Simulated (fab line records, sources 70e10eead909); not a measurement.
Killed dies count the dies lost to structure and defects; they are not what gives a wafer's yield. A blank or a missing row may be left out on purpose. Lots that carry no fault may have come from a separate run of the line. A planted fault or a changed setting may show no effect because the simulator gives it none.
fab line records	flow nandHarc
[record] lots = 14	wafers = 42	lastDay = 33
route steps=1302 shown P_M1@316 P_M2@338 P_BONDPAD@351 END@1302
lots with no fault: from the same line, run without faults
startH: hours from the record's first day to the start of the lot's first wafer shown	waitH: hours since the lot's step before	" same as the row above	L1.1+2: a single row standing in for several wafers	- no value, or no start was given	* or withheld: withheld	< > ~ a bound
route shown NAME@n: NAME is a module with steps in the file, n the number in the route of the first one	usual: mean/standard deviation of fault-free wafers	same: alike in all rows	chamber/n: place in a boat	sites: each site's reading	_std_site: how widely they spread, as a standard deviation	_edge_site: mean of outer sites minus mean of inner sites	radiusMm: for every site, how far away it sits from the centre of the wafer	mask NAME#n: copy n	behind: the tool/chamber that last shaped the wafer	hold: why the lot went on hold/how many hours it stayed there/how the hold came to an end	device: which transistor (n, p or np) failed to switch	end of line: the tests these same wafers got at the end of their route	a step given without rows: its recipe and nothing more	killed: dies that structure and defects cost at the first sort, which is not the same as the wafer's yield	map: a wafer's dies, x killed, . not, _ none there
set.NAME: the setting the step ran with; set.NAME@STEP: the setting that earlier step ran with	model.NAME: the simulator's own value behind a step, which no gauge read
one table for each step of the route and one row for each wafer, over a sample of lots
services: a tool's chamber out of use, with start hour (startH, from the record's first day; less than 0 if before it), hours out, and reason
[[steps]]
[step NHARC_P_M1_PRE_CLEAN_32]
[recipe] timeS = 12	tempC = 370	rfPowerW = 300	gas = NH3
[usual] heaterPowerW = 633/73
lot.wafer	tool	chamber	startH	waitH	heaterPowerW
L752.1	pecvd-01	0	147.01	0.1	690
L752.3	"	1	"	"	631
L752.5	"	2	"	"	524
L754.3	pecvd-02	1	159.33	0.1	668
L754.2	"	2	"	"	602
L754.1	"	0	"	"	662
L755.4	pecvd-03	1	165.94	0.1	611
L755.6	"	2	"	"	639
L755.5	"	0	"	"	760
L756.1	pecvd-02	0	180.08	0.1	720
L756.6	"	0	"	"	732
L756.4	"	2	"	"	582
L758.3	pecvd-01	0	196.38	0.1	729
L758.5	"	2	"	"	503
L758.4	"	1	"	"	569
L762.1	pecvd-01	0	237.85	0.1	664
L762.5	"	2	"	"	531
L762.6	"	0	"	"	666
L763.1	pecvd-03	1	246.82	0.1	517
L763.4	"	0	"	"	730
L763.5	"	1	"	"	523
L764.2	pecvd-03	2	257.70	0.1	632
L764.3	"	0	"	"	701
L764.5	"	2	"	"	648
L766.1	pecvd-01	2	278.73	0.1	492
L766.2	"	0	"	"	596
L766.6	"	0	"	"	590
L769.1	pecvd-02	2	312.53	0.1	628
L769.6	"	1	"	"	592
L769.4	"	0	"	"	741
L771.3	pecvd-02	1	329.07	0.1	629
L771.5	"	2	"	"	638
L771.4	"	0	"	"	744
L772.2	pecvd-02	0	349.40	0.1	699
L772.4	"	2	"	"	566
L772.6	"	0	"	"	684
L773.1	pecvd-02	0	355.75	0.1	653
L773.3	"	2	"	"	653
L773.6	"	0	"	"	651
L774.1	pecvd-02	1	368.19	0.1	588
L774.4	"	1	"	"	574
L774.5	"	0	"	"	649
[step NHARC_P_M2_DEGAS_29]
[recipe] tempC = 250	timeS = 60
[usual] heaterPowerW = 319/20
lot.wafer	tool	chamber	startH	waitH	heaterPowerW
L752.1	pvdSputter-02	-	149.51	-	313
L752.3	"	-	"	"	326
L752.5	"	-	"	"	314
L754.3	pvdSputter-03	-	161.86	-	331
L754.2	"	-	"	"	311
L754.1	"	-	"	"	319
L755.4	pvdSputter-02	-	168.44	-	339
L755.5	"	-	"	"	324
L755.6	"	-	"	"	335
L756.4	pvdSputter-01	-	182.62	-	307
L756.1	"	-	"	"	313
L756.6	"	-	"	"	307
L758.3	pvdSputter-01	-	198.90	-	358
L758.4	"	-	"	"	300
L758.5	"	-	"	"	360
L762.1	pvdSputter-03	-	240.38	-	307
L762.6	"	-	"	"	322
L762.5	"	-	"	"	303
L763.1	pvdSputter-02	-	249.32	-	324
L763.4	"	-	"	"	309
L763.5	"	-	"	"	330
L764.3	pvdSputter-03	-	260.40	-	329
L764.2	"	-	"	"	349
L764.5	"	-	"	"	307
L766.2	pvdSputter-01	-	281.12	-	299
L766.1	"	-	"	"	349
L766.6	"	-	"	"	304
L769.4	pvdSputter-03	-	315.05	-	335
L769.1	"	-	"	"	319
L769.6	"	-	"	"	307
L771.4	pvdSputter-02	-	331.65	-	341
L771.3	"	-	"	"	317
L771.5	"	-	"	"	335
L772.2	pvdSputter-01	-	351.97	-	267
L772.4	"	-	"	"	349
L772.6	"	-	"	"	309
L773.1	pvdSputter-03	-	358.35	-	359
L773.3	"	-	"	"	342
L773.6	"	-	"	"	313
L774.1	pvdSputter-02	-	370.72	-	334
L774.4	"	-	"	"	329
L774.5	"	-	"	"	335
[step NHARC_P_M2_INSPECT_27]
[usual] rawDefectCount = 333/120
lot.wafer	tool	chamber	startH	waitH	rawDefectCount
L752.1	defectInspect-02	-	151.07	0.0	441
L752.3	"	-	"	"	303
L752.5	"	-	"	"	166
L754.1	defectInspect-01	-	163.43	0.0	286
L754.2	"	-	"	"	529
L754.3	"	-	"	"	413
L755.4	defectInspect-01	-	169.96	0.0	201
L755.5	"	-	"	"	185
L755.6	"	-	"	"	160
L756.1	defectInspect-01	-	184.19	0.0	309
L756.4	"	-	"	"	179
L756.6	"	-	"	"	280
L758.3	defectInspect-01	-	200.47	0.0	208
L758.4	"	-	"	"	117
L758.5	"	-	"	"	259
L762.1	defectInspect-02	-	241.94	0.0	469
L762.5	"	-	"	"	421
L762.6	"	-	"	"	439
L763.1	defectInspect-02	-	250.87	0.0	348
L763.4	"	-	"	"	399
L763.5	"	-	"	"	397
L764.2	defectInspect-01	-	261.95	0.0	330
L764.3	"	-	"	"	335
L764.5	"	-	"	"	467
L766.1	defectInspect-02	-	282.67	0.0	604
L766.2	"	-	"	"	429
L766.6	"	-	"	"	545
L769.1	defectInspect-02	-	316.59	0.0	497
L769.4	"	-	"	"	309
L769.6	"	-	"	"	368
L771.3	defectInspect-01	-	333.20	0.0	223
L771.4	"	-	"	"	226
L771.5	"	-	"	"	406
L772.2	defectInspect-01	-	353.50	0.0	165
L772.4	"	-	"	"	268
L772.6	"	-	"	"	262
L773.1	defectInspect-01	-	359.91	0.0	154
L773.3	"	-	"	"	339
L773.6	"	-	"	"	242
L774.1	defectInspect-02	-	372.28	0.0	233
L774.4	"	-	"	"	217
L774.5	"	-	"	"	348
[step NHARC_P_BONDPAD_DEP_00]
[recipe] targetThkA = 2500	tempC = 370	targetThkNm = 250	pressureTorr = 3	flowSccm = 200	rfW = 450	material = SiCN
[usual] chamberPressureTorr = 3.001/0.0068	heaterPowerOuterW = 345/52	heaterPowerW = 587/68
lot.wafer	tool	chamber	startH	waitH	chamberPressureTorr	heaterPowerOuterW	heaterPowerW
L752.3	pecvd-03	2	151.63	-	3.005	405	652
L752.1	"	0	"	"	3.000	365	595
L752.5	"	0	"	"	3.004	363	623
L754.2	pecvd-01	0	163.99	-	2.998	391	603
L754.1	"	1	"	"	3.002	326	581
L754.3	"	2	"	"	2.997	246	437
L755.4	pecvd-03	1	170.66	-	3.011	278	482
L755.6	"	2	"	"	3.002	377	628
L755.5	"	0	"	"	2.999	418	703
L756.1	pecvd-02	2	184.75	-	3.009	314	532
L756.4	"	2	"	"	3.000	323	545
L756.6	"	0	"	"	3.006	343	587
L758.3	pecvd-02	0	201.01	-	2.997	413	671
L758.4	"	0	"	"	2.992	431	709
L758.5	"	1	"	"	3.013	325	572
L762.1	pecvd-03	1	242.54	-	-	-	-
L762.6	"	0	"	"	-	-	-
L762.5	"	1	"	"	-	-	-
L763.1	pecvd-01	0	251.44	-	-	-	-
L763.4	"	0	"	"	-	-	-
L763.5	"	1	"	"	-	-	-
L764.2	pecvd-03	2	262.55	-	-	-	-
L764.3	"	0	"	"	-	-	-
L764.5	"	1	"	"	-	-	-
L766.1	pecvd-02	1	283.23	-	3.007	336	602
L766.2	"	0	"	"	3.004	327	566
L766.6	"	1	"	"	3.008	349	582
L769.1	pecvd-02	0	317.18	-	3.005	335	585
L769.6	"	2	"	"	3.003	343	591
L769.4	"	1	"	"	3.003	344	605
L771.3	pecvd-02	2	333.80	-	3.010	325	552
L771.4	"	2	"	"	3.012	340	556
L771.5	"	0	"	"	2.999	405	675
L772.2	pecvd-02	0	354.06	-	3.003	389	647
L772.4	"	0	"	"	3.008	393	671
L772.6	"	1	"	"	3.007	341	580
L773.1	pecvd-03	1	360.51	-	2.997	288	503
L773.3	"	2	"	"	2.996	410	674
L773.6	"	0	"	"	3.003	450	721
L774.1	pecvd-02	2	372.88	-	3.000	337	583
L774.4	"	1	"	"	2.992	286	516
L774.5	"	0	"	"	3.013	339	597
[step NHARC_END_SORT_01]
[recipe] tempC = 25
[usual] defectLimitedYield = 91.4/2.5	killedAtArray = 54/17	killedAtOther = 1.0/1.4	killedAtPeriphery = 3.6/2.1	killedDies = 58/17	killedOpen = 3.2/2	killedShort = 2.5/1.5
[same] grossDies = 677
lot.wafer	tool	chamber	startH	waitH	defectLimitedYield[%]	killedAtArray	killedAtOther	killedAtPeriphery	killedDies	killedOpen	killedShort
L762.1	prober-02	0	658.86	2.5	0	59	2	616	677	3	1
L762.5	prober-02	0	662.06	3.7	0	42	0	635	677	1	4
L762.6	prober-02	0	662.86	4.0	0	57	0	620	677	0	3
L763.1	prober-01	0	686.91	2.5	0	27	0	650	677	5	3
L763.4	prober-01	0	689.36	3.4	0	23	1	653	677	3	4
L763.5	prober-01	0	690.17	3.8	0	24	1	652	677	8	3
L764.2	prober-02	0	696.77	2.8	0	56	0	621	677	1	3
L764.3	prober-02	0	697.59	3.1	0	68	0	609	677	1	3
L764.5	prober-02	0	699.23	3.8	0	63	0	614	677	4	1
L769.1	prober-01	0	764.88	2.5	94.2	34	2	3	39	6	5
L769.4	prober-01	0	767.30	3.4	95.7	25	1	3	29	3	2
L769.6	prober-01	0	768.92	4.0	94.7	32	1	3	36	4	6
L771.3	prober-02	0	773.29	3.1	86.7	85	0	5	90	4	1
L771.4	prober-02	0	774.08	3.4	90.4	61	0	4	65	6	0
L771.5	prober-02	0	774.87	3.7	86.4	88	0	4	92	4	3
// killed by level:class
L762.1 P_BONDPAD:areaDep=612 A_CHANNEL_HOLE_D1:chamberFilmFlake=32 A_CHANNEL_HOLE_D2:chamberFilmFlake=21 P_GATE:chamberFilmFlake=3 A_DECK1_JOINT:chamberFilmFlake=2 P_CONTACT:geometricParticle:open=1 A_CONTACT:geometricParticle:open=1 A_BONDPAD:geometricParticle:short=1
L762.5 P_BONDPAD:areaDep=630 A_CHANNEL_HOLE_D1:chamberFilmFlake=15 A_CHANNEL_HOLE_D2:chamberFilmFlake=13 A_SLIT:chamberFilmFlake=5 A_CONTACT:chamberFilmFlake=4 P_GATE:chamberFilmFlake=2 P_STI:geometricParticle:short=1 A_CHANNEL_FILL_D1:geometricParticle:short=1
L762.6 P_BONDPAD:areaDep=616 A_CHANNEL_HOLE_D1:chamberFilmFlake=29 A_CHANNEL_HOLE_D2:chamberFilmFlake=17 A_SLIT:chamberFilmFlake=5 P_ZERO_WELL:chamberFilmFlake=3 A_CHANNEL_FILL_D1:geometricParticle:short=2 A_ONON_D2:geometricParticle:short=1 P_GATE:chamberFilmFlake=1
L763.1 P_BONDPAD:areaDep=643 A_SLIT:chamberFilmFlake=8 A_CHANNEL_HOLE_D1:chamberFilmFlake=5 P_BONDPAD:chamberFilmFlake=4 A_CONTACT:chamberFilmFlake=3 A_CHANNEL_HOLE_D2:geometricParticle:open=2 P_GATE:geometricParticle:short=1 A_CHANNEL_HOLE_D1:geometricParticle:open=1
L763.4 P_BONDPAD:areaDep=645 A_CHANNEL_HOLE_D1:chamberFilmFlake=7 P_BONDPAD:chamberFilmFlake=6 A_BLC:chamberFilmFlake=5 A_WL_FILL:geometricParticle:short=2 A_CHANNEL_HOLE_D1:geometricParticle:short=1 A_CHANNEL_FILL_D1:geometricParticle:open=1 A_BLC:geometricParticle:short=1
L763.5 P_BONDPAD:areaDep=647 A_CHANNEL_HOLE_D1:chamberFilmFlake=7 A_M0:geometricParticle:open=5 P_BONDPAD:chamberFilmFlake=3 A_SLIT:chamberFilmFlake=3 A_DECK1_JOINT:chamberFilmFlake=2 P_CONTACT:geometricParticle:open=1 A_CHANNEL_FILL_D1:geometricParticle:open=1
L764.2 P_BONDPAD:areaDep=620 A_CHANNEL_HOLE_D2:chamberFilmFlake=24 A_CHANNEL_HOLE_D1:chamberFilmFlake=15 A_SGD_CUT:chamberFilmFlake=6 A_STAIRCASE:chamberFilmFlake=3 A_CHANNEL_FILL_D2:chamberFilmFlake=3 P_CONTACT:geometricParticle:short=1 A_STAIRCASE:geometricParticle:short=1
L764.3 P_BONDPAD:areaDep=609 A_CHANNEL_HOLE_D2:chamberFilmFlake=25 A_CHANNEL_HOLE_D1:chamberFilmFlake=20 A_SGD_CUT:chamberFilmFlake=7 A_CHANNEL_FILL_D2:chamberFilmFlake=4 A_STAIRCASE:chamberFilmFlake=2 A_SLIT:chamberFilmFlake=2 A_WL_FILL:chamberFilmFlake=2
L764.5 P_BONDPAD:areaDep=613 A_CHANNEL_HOLE_D2:chamberFilmFlake=23 A_CHANNEL_HOLE_D1:chamberFilmFlake=17 A_SGD_CUT:chamberFilmFlake=9 A_CHANNEL_FILL_D2:chamberFilmFlake=3 A_SLIT:chamberFilmFlake=3 A_CONTACT:chamberFilmFlake=3 P_CONTACT:geometricParticle:open=1
L769.1 A_CHANNEL_HOLE_D1:chamberFilmFlake=12 A_SLIT:chamberFilmFlake=6 A_WL_FILL:chamberFilmFlake=3 A_CONTACT:chamberFilmFlake=3 A_CHANNEL_FILL_D2:geometricParticle:open=2 P_M2:chamberFilmFlake=2 A_ONON_D1:geometricParticle:short=1 A_CHANNEL_HOLE_D1:geometricParticle:open=1
L769.4 A_CHANNEL_HOLE_D1:chamberFilmFlake=9 A_CONTACT:chamberFilmFlake=5 A_SLIT:chamberFilmFlake=4 P_M2:chamberFilmFlake=2 P_M1:geometricParticle:open=1 A_ONON_D1:geometricParticle:open=1 A_DECK1_JOINT:geometricParticle:short=1 A_M1:geometricParticle:open=1
L769.6 A_CHANNEL_HOLE_D1:chamberFilmFlake=11 A_CONTACT:chamberFilmFlake=4 A_SLIT:chamberFilmFlake=3 A_CHANNEL_FILL_D1:geometricParticle:short=2 A_WL_FILL:geometricParticle:short=2 A_ZERO_WELL:chamberFilmFlake=2 P_M2:geometricParticle:open=1 A_SOURCE_PLATE:geometricParticle:open=1
L771.3 A_SLIT:chamberFilmFlake=32 A_CHANNEL_HOLE_D2:chamberFilmFlake=31 A_CHANNEL_HOLE_D1:chamberFilmFlake=10 A_STAIRCASE:chamberFilmFlake=4 P_CONTACT:geometricParticle:open=2 A_SGD_CUT:chamberFilmFlake=2 A_WL_FILL:chamberFilmFlake=2 P_M0:geometricParticle:open=1
L771.4 A_SLIT:chamberFilmFlake=23 A_CHANNEL_HOLE_D2:chamberFilmFlake=20 A_CHANNEL_HOLE_D1:chamberFilmFlake=9 P_GATE:chamberFilmFlake=2 A_CHANNEL_FILL_D1:chamberFilmFlake=2 A_STAIRCASE:chamberFilmFlake=2 P_GATE:geometricParticle:open=1 P_CONTACT:geometricParticle:open=1
L771.5 A_CHANNEL_HOLE_D2:chamberFilmFlake=34 A_SLIT:chamberFilmFlake=30 A_CHANNEL_HOLE_D1:chamberFilmFlake=9 A_CONTACT:chamberFilmFlake=4 A_STAIRCASE:chamberFilmFlake=3 P_ZERO_WELL:chamberFilmFlake=2 P_GATE:geometricParticle:short=1 A_SOURCE_PLATE:geometricParticle:open=1
[[services]]
tool	chamber	startH	hours	kind
pecvd-01	-	130.03	13.0	pm
pvdSputter-02	-	132.29	10.0	pm
pvdSputter-03	-	170.00	10.0	pm
pecvd-03	-	185.25	13.0	pm
pecvd-01	1	189.87	3.7	repair
pvdSputter-01	-	226.87	10.0	pm
pecvd-02	-	227.41	13.0	pm
pecvd-02	0	227.41	13.0	ventCycle
pecvd-03	-	233.94	0.7	repair
pvdSputter-01	-	239.13	5.3	repair
pecvd-03	1	254.41	4.9	repair
pecvd-01	2	285.34	10.2	repair
pecvd-03	1	285.71	4.9	repair
pecvd-01	-	308.20	0.3	repair
pvdSputter-02	-	310.29	10.0	pm
pecvd-01	-	311.03	13.0	pm
pvdSputter-02	-	323.59	2.7	repair
pecvd-03	2	326.94	4.7	repair
pvdSputter-02	-	343.67	7.9	repair
pvdSputter-03	-	348.00	10.0	pm
pvdSputter-03	-	359.43	1.9	repair
pvdSputter-02	-	359.87	1.9	repair
pecvd-01	-	362.70	0.5	repair
pecvd-03	-	366.25	13.0	pm
[[key]]
[firstSign] step = NHARC_P_BONDPAD_DEP_00	reading = toolRecord	direction = missing
[effect] step = NHARC_END_SORT_01	reading = killedAtPeriphery	direction = up	sigmas = 99+	usual = 3.6	struck = 630
[moreKillsBornAt] NHARC_P_BONDPAD_DEP_00@pecvd-03 = 3700	NHARC_P_BONDPAD_DEP_00@pecvd-01 = 1935
metAt NHARC_P_BONDPAD_DEP_00
struckLots L762,L763,L764
laterRowsLeftOut L762.1,L762.5,L762.6,L763.1,L763.4,L763.5,L764.2,L764.3,L764.5
notActingAt NHARC_P_M1_PRE_CLEAN_32,NHARC_P_M2_DEGAS_29,NHARC_P_M2_INSPECT_27
onsetBetween 170.66 242.54
[fault] kind = skippedStepWhole	tool = pecvd-01,pecvd-03	chamber = -	onsetH = 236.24	steps = NHARC_P_BONDPAD_DEP_00	scope = struckLotsOnly
// laterRowsLeftOut: the simulator's readings of these wafers behind a module that went badly wrong aren't trusted and aren't shown, but for the sort
